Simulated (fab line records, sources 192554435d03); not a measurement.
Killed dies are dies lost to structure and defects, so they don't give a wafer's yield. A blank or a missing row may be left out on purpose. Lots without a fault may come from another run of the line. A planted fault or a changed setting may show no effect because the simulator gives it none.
Split-lot experiment | flow n5_finfet | 7 lots, 39 wafers read, on a route of 1938 steps

THE SPLIT
At N5_BEOL_M8_CVD_78 (deposits Co from CCTBA/H2, target thk 2 nm, time 142.3 s), the setting target_thk_a was moved away from the recipe's 20 angstrom on 12 of the 39 wafers read, by -31.9% to +53.5%. The other wafers ran this setting at the recipe's value.

The reading is taken at the split's own step.

THE READING
Co_of_BEOL_M8_CVD_78.thk_nm (the simulator's own value, which no gauge read), in nm, at N5_BEOL_M8_CVD_78 (deposits Co from CCTBA/H2, target thk 2 nm, time 142.3 s). The file gives no usual value for it. The 27 wafers here that ran the recipe average 1.9 nm, standard deviation 0.13 nm.

wafer  | tool, chamber at the split | target_thk_a as run, angstrom | against the recipe | Co_of_BEOL_M8_CVD_78.thk_nm, nm | against lot-mates on the recipe
L074.1 | cvd_co-01, 0               | 14.74                         | -26.3%             | 1.4                             | -0.5
L074.6 | cvd_co-01, 0               | 14.74                         | -26.3%             | 1.4                             | -0.5
L074.2 | cvd_co-01, 2               | 20                            | recipe             | 1.8                             | -
L074.3 | cvd_co-01, 1,2             | 20                            | recipe             | 2                               | -
L074.5 | cvd_co-01, 1,2             | 20                            | recipe             | 2                               | -
L074.4 | cvd_co-01, 1               | 14.74                         | -26.3%             | 1.2                             | -0.7
L075.1 | cvd_co-01, 1,2             | 13.62                         | -31.9%             | 1.2                             | -0.7
L075.3 | cvd_co-01, 1,2             | 13.62                         | -31.9%             | 1.2                             | -0.7
L075.2 | cvd_co-01, 0,2             | 20                            | recipe             | 2                               | -
L075.5 | cvd_co-01, 0,2             | 20                            | recipe             | 2                               | -
L075.4 | cvd_co-01, 0               | 13.62                         | -31.9%             | 1.4                             | -0.5
L075.6 | cvd_co-01, 1               | 20                            | recipe             | 1.8                             | -
L081.3 | cvd_co-01, 1,0,2           | 20                            | recipe             | 1.8                             | -
L081.4 | cvd_co-01, 1,0,2           | 20                            | recipe             | 1.8                             | -
L081.5 | cvd_co-01, 1,0,2           | 20                            | recipe             | 1.8                             | -
L082.1 | cvd_co-01, 1,0,2           | 20                            | recipe             | 1.8                             | -
L082.4 | cvd_co-01, 1,0,2           | 20                            | recipe             | 1.8                             | -
L082.5 | cvd_co-01, 1,0,2           | 20                            | recipe             | 1.8                             | -
L082.2 | cvd_co-01, 2,0             | 20                            | recipe             | 2                               | -
L082.3 | cvd_co-01, 2,0             | 20                            | recipe             | 2                               | -
L082.6 | cvd_co-01, 1               | 20                            | recipe             | 1.6                             | -
L080.1 | cvd_co-02, 2,0,2           | 20                            | recipe             | 2                               | -
L080.2 | cvd_co-02, 2,0,2           | 20                            | recipe             | 2                               | -
L080.6 | cvd_co-02, 2,0,2           | 20                            | recipe             | 2                               | -
L080.3 | cvd_co-02, 1,1,0           | 25.06                         | +25.3%             | 2.6                             | +0.6
L080.4 | cvd_co-02, 1,1,0           | 25.06                         | +25.3%             | 2.6                             | +0.6
L080.5 | cvd_co-02, 1,1,0           | 25.06                         | +25.3%             | 2.6                             | +0.6
L093.1 | cvd_co-02, 1               | 20                            | recipe             | 2.2                             | -
L093.5 | cvd_co-02, 1               | 20                            | recipe             | 2.2                             | -
L093.2 | cvd_co-02, 2,0,2,0         | 20                            | recipe             | 2                               | -
L093.3 | cvd_co-02, 2,0,2,0         | 20                            | recipe             | 2                               | -
L093.4 | cvd_co-02, 2,0,2,0         | 20                            | recipe             | 2                               | -
L093.6 | cvd_co-02, 2,0,2,0         | 20                            | recipe             | 2                               | -
L095.1 | cvd_co-02, 0               | 30.7                          | +53.5%             | 3                               | +1.0
L095.5 | cvd_co-02, 0               | 30.7                          | +53.5%             | 3                               | +1.0
L095.2 | cvd_co-02, 1,1,2           | 20                            | recipe             | 2                               | -
L095.4 | cvd_co-02, 1,1,2           | 20                            | recipe             | 2                               | -
L095.6 | cvd_co-02, 1,1,2           | 20                            | recipe             | 2                               | -
L095.3 | cvd_co-02, 2               | 30.7                          | +53.5%             | 3.2                             | +1.2
Where a row lists several chambers, the file gives one row for several wafers and doesn't say which wafer went through which chamber.

THE FIT
A straight line over all 39 wafers: Co_of_BEOL_M8_CVD_78.thk_nm changes by +0.0219 nm for each +1% of target_thk_a; r = +0.96; the points scatter about the line by 0.13 nm.
The same after taking each lot's own level away (the mean of its wafers on the recipe; 39 wafers): +0.021 nm for each +1%; r = +0.98; scatter 0.095 nm.
On that fit, the largest move of target_thk_a shifts the reading by 1.1 nm.
The lots' own levels span 1.80 to 2.07 nm, that is 2.0 times the standard deviation above.
So the lot-to-lot level changes the slope little: the two slopes agree.
Check: with one of the wafers moved furthest among these (+53.5%) left out of the fit, the line predicts +1.15 nm for it against its lot-mates. It came out at +1 nm against them.

OTHER SPLITS ON THESE WAFERS
These wafers also went through other splits before the reading. Each is held against what the fit with the lots' levels taken away leaves over:
other split on the same wafers   | wafers away from the commonest value | r with Co_of_BEOL_M8_CVD_78.thk_nm (lot level and that fit taken away)
N5_BEOL_M3_TRENCH_ETCH_37 time_s | 18                                   | -0.06
N5_BEOL_M6_ILD_DEP_00 time_s     | 15                                   | +0.20

THE FILE'S OWN FIT
Co_of_BEOL_M8_CVD_78.thk_nm changes by +0.021 nm for each +1% of target_thk_a, r = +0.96.
